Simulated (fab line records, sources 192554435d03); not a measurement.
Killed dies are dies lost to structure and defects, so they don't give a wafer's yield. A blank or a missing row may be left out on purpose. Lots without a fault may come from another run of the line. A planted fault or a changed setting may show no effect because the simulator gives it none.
Split-lot experiment | flow n5_finfet | 7 lots, 39 wafers read, on a route of 1938 steps

THE SPLIT
At N5_GATE_CUT_ETCH_37 (etches SOC in N2/H2, target depth 60 nm, overetch 12 nm, time 90 s), the setting bias_w was moved away from the recipe's 150 W on 18 of the 39 wafers read, by -17.1% to +13.5%. The other wafers ran this setting at the recipe's value.

The reading is taken at the split's own step.

THE READING
rf_vpp_V, in V, at N5_GATE_CUT_ETCH_37 (etches SOC in N2/H2, target depth 60 nm, overetch 12 nm, time 90 s). Fault-free wafers of this fab line usually give 524.7 V, standard deviation 2.4 V.

wafer  | tool, chamber at the split | bias_w as run, W | against the recipe | rf_vpp_V, V | against lot-mates on the recipe
L074.1 | rie_diel-04, 3             | 167.5            | +11.7%             | 558.0       | +34.7
L074.2 | rie_diel-04, 0             | 150              | recipe             | 521.8       | -
L074.3 | rie_diel-04, 2             | 167.5            | +11.7%             | 558.4       | +35.1
L074.4 | rie_diel-04, 1             | 150              | recipe             | 525.2       | -
L074.5 | rie_diel-04, 1             | 167.5            | +11.7%             | 564.8       | +41.5
L074.6 | rie_diel-04, 0             | 150              | recipe             | 522.9       | -
L075.1 | rie_diel-04, 0             | 134.1            | -10.6%             | 487.8       | -33.8
L075.2 | rie_diel-04, 1             | 134.1            | -10.6%             | 491.3       | -30.3
L075.3 | rie_diel-04, 3             | 150              | recipe             | 520.8       | -
L075.4 | rie_diel-04, 1             | 134.1            | -10.6%             | 489.9       | -31.7
L075.5 | rie_diel-04, 0             | 150              | recipe             | 523.6       | -
L075.6 | rie_diel-04, 3             | 150              | recipe             | 520.5       | -
L077.1 | rie_diel-04, 0             | 124.3            | -17.1%             | 464.7       | -58.6
L077.2 | rie_diel-04, 1             | 150              | recipe             | 526.2       | -
L077.3 | rie_diel-04, 3             | 150              | recipe             | 521.3       | -
L077.4 | rie_diel-04, 0             | 150              | recipe             | 522.3       | -
L077.5 | rie_diel-04, 3             | 124.3            | -17.1%             | 461.0       | -62.3
L077.6 | rie_diel-04, 1             | 124.3            | -17.1%             | 466.7       | -56.6
L078.1 | rie_diel-01, 0             | 150              | recipe             | 527.1       | -
L078.2 | rie_diel-01, 2             | 150              | recipe             | 524.0       | -
L078.3 | rie_diel-01, 1             | 150              | recipe             | 521.7       | -
L078.4 | rie_diel-01, 3             | 161.7            | +7.8%              | 552.8       | +28.5
L078.5 | rie_diel-01, 1             | 161.7            | +7.8%              | 546.6       | +22.3
L078.6 | rie_diel-01, 2             | 161.7            | +7.8%              | 550.9       | +26.6
L091.2 | rie_diel-01, 3             | 150              | recipe             | 527.1       | -
L091.3 | rie_diel-01, 0             | 150              | recipe             | 528.1       | -
L091.5 | rie_diel-01, 3             | 150              | recipe             | 526.4       | -
L093.1 | rie_diel-02, 3             | 170.3            | +13.5%             | 565.2       | +41.1
L093.2 | rie_diel-02, 2             | 150              | recipe             | 523.8       | -
L093.3 | rie_diel-02, 1             | 150              | recipe             | 527.5       | -
L093.4 | rie_diel-02, 1             | 170.3            | +13.5%             | 570.9       | +46.8
L093.5 | rie_diel-02, 3             | 150              | recipe             | 521.0       | -
L093.6 | rie_diel-02, 2             | 170.3            | +13.5%             | 566.2       | +42.1
L095.1 | rie_diel-02, 3             | 168.3            | +12.2%             | 559.5       | +33.2
L095.2 | rie_diel-02, 0             | 150              | recipe             | 525.6       | -
L095.3 | rie_diel-02, 1             | 150              | recipe             | 526.5       | -
L095.4 | rie_diel-02, 2             | 168.3            | +12.2%             | 562.3       | +36.0
L095.5 | rie_diel-02, 0             | 150              | recipe             | 526.8       | -
L095.6 | rie_diel-02, 1             | 168.3            | +12.2%             | 565.0       | +38.7

THE FIT
A straight line over all 39 wafers: rf_vpp_V changes by +3.29 V for each +1% of bias_w; r = +1.00; the points scatter about the line by 2.8 V.
The same after taking each lot's own level away (the mean of its wafers on the recipe; 39 wafers): +3.23 V for each +1%; r = +1.00; scatter 2.6 V.
On that fit, the largest move of bias_w shifts the reading by 55 V.
The lots' own levels span 521.63 to 527.20 V, that is 2.3 times the standard deviation above.
So the lot-to-lot level changes the slope little: the two slopes agree.
Check: with one of the wafers moved furthest among these (-17.1%) left out of the fit, the line predicts -55.2 V for it against its lot-mates. It came out at -58.6 V against them.
Tool readings at the split's step, against how far the setting was moved: rf_vpp_V r = +1.00.

OTHER SPLITS ON THESE WAFERS
These wafers also went through other splits before the reading. Each is held against what the fit with the lots' levels taken away leaves over:
other split on the same wafers     | wafers away from the commonest value | r with rf_vpp_V (lot level and that fit taken away)
N5_HKMG_FIN_ETCH_32 bias_w         | 18                                   | -0.02
N5_GATE_CUT_ETCH_56 icp_w          | 15                                   | +0.18
N5_GATE_CUT_HM_DEP_46 target_thk_a | 15                                   | -0.06

THE WHOLE CHAIN: every reading that the file lists as answering this split, in the file's order
step                | what it does                                                       | reading                                                                           | change (the file's fit)               | r (the file's)
N5_GATE_CUT_ETCH_37 | etches SOC in N2/H2, target depth 60 nm, overetch 12 nm, time 90 s | rf_vpp_V                                                                          | +3.22 V for each +1% of the setting   | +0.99
N5_GATE_CUT_ETCH_37 | etches SOC in N2/H2, target depth 60 nm, overetch 12 nm, time 90 s | SiARC_of_GATE_CUT_COAT_35.thk_nm (the simulator's own value, which no gauge read) | -0.052 nm for each +1% of the setting | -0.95

THE FILE'S OWN FIT
rf_vpp_V changes by +3.22 V for each +1% of bias_w, r = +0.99.
